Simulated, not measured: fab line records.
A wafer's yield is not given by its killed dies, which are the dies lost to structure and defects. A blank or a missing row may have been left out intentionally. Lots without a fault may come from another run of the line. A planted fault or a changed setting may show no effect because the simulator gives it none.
fab line records -- flow n5-finfet
[record] lots = 4, wafers = 12, last-day = 18
route steps=1938 shown BEOL_M9@1445 BEOL_M10@1470 PASSIVATION@1936
lots that met no fault: from a run of the same line without faults
start-h: hours from the record's opening day to when the first of the lot's shown wafers began -- wait-h: hours from the lot's prior step to this one -- " same as the row above -- L1.1+2: a row that stands for several wafers -- - value missing, or start not given -- * or withheld: withheld -- < > ~ a bound
route shown NAME@n: names a module that has steps shown in the file, with the first one's number in the route -- usual: the fault-free wafers' mean and standard deviation -- same: alike in all rows -- chamber/n: place in a boat -- sites: each site's reading -- _std_site: how widely they spread, as a standard deviation -- _edge_site: outer sites' mean less inner sites' -- radius-mm: for every site, how far away it sits from the centre of the wafer -- mask NAME#n: copy n -- behind: the last tool/chamber to shape the wafer -- hold: what put the lot on hold/how long, in hours/how the hold closed -- device: names the non-switching transistor (n, p or np) -- end of line: at the end of the route, the tests of the same wafers -- a step without rows: its recipe alone -- killed: dies that structure and defects cost at the first sort, which is not the same as the wafer's yield -- map: a wafer's dies, x killed, . not, _ none there
set.NAME: the setting that was run; set.NAME@STEP: the one run at that earlier step -- model.NAME: the simulator's own value behind a step, which no gauge read
certain route steps with their lots: each step a table, each wafer a row
services: the hour from which a tool's chamber was out of use, counted from the record's first day as start-h (under 0 if before that day), plus the number of hours and why
[[steps]]
[step N5_BEOL_M9_STRIP_36]
[recipe] chemistry = N2/H2, power-w = 450, temp-c = 40, pressure-mtorr = 20, rf-frequency-hz = 6e+07, overash-fraction = 0.3, bias-power-w = 7, h2-frac = 0.5, n2-flow-sccm = 200, h2-flow-sccm = 200
[step N5_BEOL_M9_TRENCH_ETCH_37]
[recipe] chemistry = C4F6/O2, target-depth-a = 1514.3, target = SiCOH_lowk, time-s = 49, ion-energy-ev = 250, pressure-mtorr = 30, source-w = 345, bias-w = 185, Ar_flow_sccm = 300, C4F6_flow_sccm = 10, O2_flow_sccm = 10
[step N5_BEOL_M9_ETCH_41]
[recipe] chemistry = CH3F/O2, target = SiCN, target-depth-a = 366, taper-deg = 2, time-s = 70.1, ion-energy-ev = 120, mask-material = TiN, pressure-mtorr = 30, source-w = 395, bias-w = 75, Ar_flow_sccm = 150, CH3F_flow_sccm = 30, O2_flow_sccm = 20
[step N5_BEOL_M9_STRIP_80]
[recipe] chemistry = N2/H2, time-s = 10, power-w = 450, temp-c = 40, pressure-mtorr = 20, rf-frequency-hz = 6e+07, bias-power-w = 7, n2-flow-sccm = 200, h2-flow-sccm = 200
[step N5_BEOL_M9_HM_STRIP_39]
[recipe] chemistry = peroxide-tin-strip, material = TiN, target-depth-a = 250, temp-c = 50, time-s = 158
[step N5_BEOL_M9_SRD_40]
[recipe] time-s = 30, temp-c = 23, rinse-liquid = diw, dry = ipa-marangoni
[step N5_BEOL_M9_PRECLEAN_42]
[recipe] chemistry = residue-remover, time-s = 60, temp-c = 40
[step N5_BEOL_M9_SRD_43]
[recipe] time-s = 30, temp-c = 23, rinse-liquid = diw, dry = ipa-marangoni
[step N5_BEOL_M9_CURE_72]
[recipe] temp-c = 370, time-s = 120, ambient = DMADMS/He, material = SiCOH_lowk
[step N5_BEOL_M9_DEGAS_44]
[recipe] ambient = vacuum, temp-c = 250, time-s = 60
[step N5_BEOL_M9_PRE_CLEAN_45]
[recipe] gas = H2/He, time-s = 30, temp-c = 250
[usual] heater-power-w = 334/35
lot.wafer,tool,chamber,start-h,wait-h,heater-power-w
L778.1,pvd-sputter-03,-,294.59,0.0,324
L778.2,pvd-sputter-03,-,294.59,0.0,297
L778.4,pvd-sputter-03,-,294.59,0.0,408
L785.1,pvd-sputter-01,-,351.01,0.0,289
L785.4,pvd-sputter-01,-,351.01,0.0,330
L785.6,pvd-sputter-01,-,351.01,0.0,329
L786.1,pvd-sputter-01,-,358.92,0.0,282
L786.2,pvd-sputter-01,-,358.92,0.0,331
L786.3,pvd-sputter-01,-,358.92,0.0,328
L787.1,pvd-sputter-01,-,368.33,0.0,346
L787.3,pvd-sputter-01,-,368.33,0.0,288
L787.5,pvd-sputter-01,-,368.33,0.0,339
[step N5_BEOL_M9_ALD_74]
[recipe] material = TaN, target-thk-a = 20, temp-c = 275, ald-precursor-family = PDMAT, ald-co-reactant = NH3, pressure-torr = 3, carrier-flow-sccm = 1500, pulse-time-s = 2, purge-time-s = 3, co-reactant-purge-time-s = 2, co-reactant-pulse-time-s = 3, ald-cycles = 40, precursor-vessel-temp-c = 75, precursor-vessel-pressure-torr = 26.25, precursor-vessel-carrier-sccm = 1000
[step N5_BEOL_M9_SURFACE_TREAT_79]
[recipe] gas = Ar, time-s = *, ion-energy-ev = *, ion-current-ma-cm2 = 0.5, pressure-mtorr = *, ar-flow-sccm = 30
[step N5_BEOL_M9_CVD_78]
[recipe] material = Co, target-thk-a = 20, temp-c = withheld, precursor = CCTBA/H2, pressure-torr = 30, time-s = 138.9
[step N5_BEOL_M9_SPUTTER_48]
[recipe] material = Cu, target-thk-a = 120, temp-c = -20, bias-v = 60, power-w = 26000, chamber-pressure-pa = 0.13, time-s = 2
[step N5_BEOL_M9_ECD_50]
[recipe] material = Cu, target-thk-a = 3180
[step N5_BEOL_M9_ANNEAL_51]
[recipe] temp-c = 225, time-s = 90, ambient = N2
[step N5_BEOL_M9_CMP_52]
[recipe] stop-on = SiCOH_lowk, t-overpolish-s = 7, down-force-psi = 1, platen-rpm = 50, clearing-platen-down-force-psi = 1.5, clearing-platen-rpm = 50, post-cmp-clean = cu-alkaline, target-thk-nm = 140, clearing-platen-pad-velocity-m-s = 0.99484, pad-velocity-m-s = 0.99484
[step N5_BEOL_M9_PRE_CLEAN_55]
[recipe] gas = NH3, time-s = 15, temp-c = withheld, rf-power-w = 300
[step N5_BEOL_M9_DEP_56]
[recipe] material = SiCN, target-thk-a = 150, temp-c = withheld, precursor = 3MS/NH3, pressure-torr = 3, rf-w = 202, time-s = 26.5
[step N5_BEOL_M10_ILD_DEP_00]
[recipe] material = SiCOH_lowk, target-thk-a = 3085.1, temp-c = 300, precursor = DEMS/porogen, pressure-torr = 5, rf-w = 500, time-s = 58
[step N5_BEOL_M10_CURE_71]
[recipe] temp-c = 385, time-s = 240, ambient = He/Ar, material = SiCOH_lowk
[step N5_BEOL_M10_PECVD_70]
[recipe] material = SiO2, target-thk-a = 200, temp-c = 400, precursor = TEOS/O2, pressure-torr = 5.5, rf-w = 450, teos-flow-sccm = 53.8, gas = O2, flow-sccm = 3000, time-s = 22.7
[step N5_BEOL_M10_HM_DEP_02]
[recipe] material = TiN, target-thk-a = 200, temp-c = 25, chamber-pressure-pa = 0.49996
[step N5_BEOL_M10_COAT_59]
[recipe] resist = SOC, temp-c = 250, time-s = 60, spin-rpm = 1500, resist-thk-nm = 100
[step N5_BEOL_M10_COAT_60]
[recipe] resist = SiARC, temp-c = 220, time-s = 60, spin-rpm = 1500, resist-thk-nm = 30
[step N5_BEOL_M10_COAT_05]
[recipe] resist = CAR-ArF, spin-rpm = 1500, resist-thk-nm = 90
[step N5_BEOL_M10_EBR_07]
[recipe] solvent = PGMEA, ebr-width-mm = 1.5
[step N5_BEOL_M10_SOFTBAKE_06]
[recipe] temp-c = 110, time-s = 60, resist = CAR-ArF
[step N5_BEOL_M10_EXPOSE_08]
[recipe] mask-id = M10, na = 1.35, source-shape = dipole, sigma-inner = 0.411, sigma-outer = 0.611, polarization = te, dose-mj = 53.75
[step N5_BEOL_M10_PEB_09]
[recipe] peb-temp-c = withheld, peb-time-s = 60, resist = CAR-ArF
[step N5_BEOL_M10_DEVELOP_10]
[recipe] develop-time-s = 30, developer = TMAH, resist = CAR-ArF, rinse-liquid = diw, dry = air-spin, dev-temp-c = 23
[step N5_BEOL_M10_DESCUM_16]
[recipe] chemistry = O2, time-s = 7.9, source-power-w = 50, bias-power-w = 20, pressure-mtorr = 20, rf-frequency-hz = 2.712e+07, temp-c = 40, resist = CAR-ArF, o2-flow-sccm = 225
[step N5_PASSIVATION_PROBE_49]
[usual] defect-limited-yield = 91.3/1.4, killed_at_M0_to_M3 = 34/10, killed_at_M4_up = 14/5.5, killed-at-contacts = 12/6, killed-at-front-end = 40/10, killed-at-other = 3.0/2.4, killed-dies = 103/17, killed-open = 68/13, killed-short = 34/7.8, sort_bin_5_function = 5.1/0.97, sort_bin_6_memory = 3.3/0.66, sort-n-pass = 1077/17, sort-yield-pct = 91.2/1.4
[same] gross-dies = 1180, killed-at-back-side = 0, sort_bin_4_leakage[%] = 0, sort_bin_8_speed[%] = 0
lot.wafer,tool,chamber,start-h,wait-h,defect-limited-yield[%],killed_at_M0_to_M3,killed_at_M4_up,killed-at-contacts,killed-at-front-end,killed-at-other,killed-dies,killed-open,killed-short,sort_bin_5_function[%],sort_bin_6_memory[%],sort-n-pass,sort-yield-pct[%]
L786.1,prober-01,-,423.29,0.0,79.2,27,162,22,33,1,245,73,26,12.7,4.7,935,79.2
L786.2,prober-01,-,423.34,0.1,81.9,43,105,21,44,0,213,84,38,10.7,5.4,967,81.9
L786.3,prober-01,-,423.39,0.1,84.7,38,92,11,38,2,181,69,39,9.0,3.8,999,84.7
L787.1,prober-02,-,434.67,0.0,80.4,19,157,10,36,9,231,52,38,12.2,3.7,949,80.4
L787.3,prober-02,-,434.77,0.1,81.9,20,154,8,25,6,213,42,27,10.8,3.9,967,81.9
L787.5,prober-02,-,434.87,0.2,87.1,29,86,11,24,2,152,38,39,7.8,2.8,1028,87.1
// killed by level:class
L786.1 BEOL_M9:unspecified=145 MOL_CONTACT_COAG:geometric-particle:open=20 BEOL_M2:geometric-particle:open=9 BEOL_M4:geometric-particle:open=9 BEOL_M0_SAQP:geometric-particle:open=6 FIN_SAQP:geometric-particle:short=5 FIN_SAQP:geometric-particle:open=5 STI_FIN_REVEAL:geometric-particle:open=5
L786.2 BEOL_M9:unspecified=91 MOL_CONTACT_COAG:geometric-particle:open=20 FIN_SAQP:geometric-particle:open=14 BEOL_M0_SAQP:geometric-particle:open=10 FIN_SAQP:geometric-particle:short=9 BEOL_M0_SAQP:geometric-particle:short=7 BEOL_M1:geometric-particle:open=6 BEOL_M3:geometric-particle:open=6
L786.3 BEOL_M9:unspecified=72 BEOL_M2:geometric-particle:open=10 BEOL_M4:geometric-particle:open=10 FIN_SAQP:geometric-particle:open=9 FIN_SAQP:geometric-particle:short=9 BEOL_M0_SAQP:geometric-particle:short=9 MOL_CONTACT_COAG:geometric-particle:open=8 BEOL_M0_SAQP:geometric-particle:open=8
L787.1 BEOL_M9:unspecified=140 FIN_SAQP:geometric-particle:short=11 BEOL_M3:geometric-particle:open=8 GATE_CUT:geometric-particle:short=7 MOL_CONTACT_COAG:geometric-particle:open=7 FIN_SAQP:geometric-particle:open=5 BEOL_M4:geometric-particle:open=5 BEOL_M3:geometric-particle:short=3
L787.3 BEOL_M9:unspecified=144 MOL_CONTACT_COAG:geometric-particle:open=7 BEOL_M0_SAQP:geometric-particle:open=6 FIN_SAQP:geometric-particle:open=5 FIN_SAQP:geometric-particle:short=5 BEOL_M0_SAQP:geometric-particle:short=5 STI_FIN_REVEAL:geometric-particle:open=4 BEOL_M4:geometric-particle:open=4
L787.5 BEOL_M9:unspecified=72 BEOL_M0_SAQP:geometric-particle:short=12 MOL_CONTACT_COAG:geometric-particle:open=7 GATE_CUT:geometric-particle:short=6 BEOL_M2:geometric-particle:open=6 BEOL_M4:geometric-particle:short=5 FIN_SAQP:geometric-particle:short=4 GATE_CUT:geometric-particle:open=4
// map L786.1 (x killed, . not)
_________________............________________
______________.....xx.....xx...._____________
___________......x....x.....x.x...x__________
__________..........x..............._________
________.......x..................x..._______
_______................................______
______....x.........x.....x.x..........._____
_____.x.........xx..........x........x...____
____..................x.............x.x...___
___..x.....................................__
___.........xx............x................__
__.................x....x...xx........x....._
__...x......x.............x.....x........x.._
_................x...x....x..................
_......x............x.....x..x........xx...x.
_......x..x......x...........x...........x...
_....................x....xx.................
_......x...........xx..............x..x......
_........x.......xx.x.xx.xx..................
_..x..............xxx.xx.x...................
_...x.........x.x.xxxxxxxxx................x.
__......x.xx....xxxxxxxxxxxx.......x...x...._
__..........x.xxxxxxxxxxxxx.x........x......_
___x....x....xxxxxxxxxxxxxxxxx.............__
___....x.....xxxxxxxxxxxxxxx...x.......xx..__
____.....x.x.xxxxxxxxxxxxxxx..x.x.x.......___
_____.......xxxxxxxxxxxxxxxxx......x.....____
______.........xxxxxxxxxxx.x............_____
_______..x....xxxxxxxxxxxxx..........xx______
________..x....xxxxxxx....x..........._______
__________...x..x....xx.....x...x..._________
___________x..........x............__________
______________.................._____________
_________________..x.......x.________________
// map L787.1 (x killed, . not)
_________________......x...x.________________
______________.x.xx..xxx..x....._____________
___________x...x.xxxx...x..........__________
__________....xxxxxxxxxxx..........._________
________.....xxxxxxxxxxxxx.x.x........_______
_______.x...xxxxxxxxxxxxx..............______
______......xxxxxxxxxxxx.xx............._____
_____.x.....xxxxxxxxxxxxxx.............x.____
____......xxxxxxxxxxxxxxxxx...............___
___.....x..xxxxxxxxxxxxxxxx.x........xx....__
___....x.x.xx.xxxxxxxxxxxx..............x..__
__.x........x..xxxxxxxxxx.x................._
__............x.....xx.x.........x..x......._
_..x........x..xxx.x..........x....x.......x.
_....xx........x..xx........................x
_.........x.......x..............x...........
_..........x...x.................x.....x.....
_.x..............x...............xx.x.x......
_......x.x........x.........x................
_.x..x......................x..x.............
_................................x...........
__xx....x..x..x..x.........x................_
__.............x......x....................._
___......x.................x......x........__
___.....x....x....................x........__
____.x.......x............................___
_____.....x..........x...................____
______.................x..x......x......_____
_______....................x..x........______
________....xx........................_______
__________.......x.................._________
___________.............x..x.xxx...__________
______________..x..............._____________
_________________x......x....________________
[[services]]
tool,chamber,start-h,hours,kind
pvd-sputter-01,-,344.74,1.6,repair
[[key]]
[first-sign] step = N5_PASSIVATION_PROBE_49, reading = killed_at_M4_up, direction = up, sigmas = 20, usual = 14, struck = 126
[effect] step = N5_PASSIVATION_PROBE_49, reading = killed-dies, direction = up, sigmas = 6.1, usual = 103, struck = 206
[more-kills-born-at] N5_BEOL_M9_PRE_CLEAN_45@pvd-sputter-01 = 664
met-at N5_BEOL_M9_PRE_CLEAN_45
struck-wafers L786.1,L786.2,L786.3,L787.1,L787.3,L787.5
onset-between 351.01 358.92
also-fits time
[fault] kind = chamber-particle-source, tool = pvd-sputter-01, chamber = -, onset-h = 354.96, steps = N5_BEOL_M9_PRE_CLEAN_45, rate-per-visit-cm2 = 1.3344, end-h = 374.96
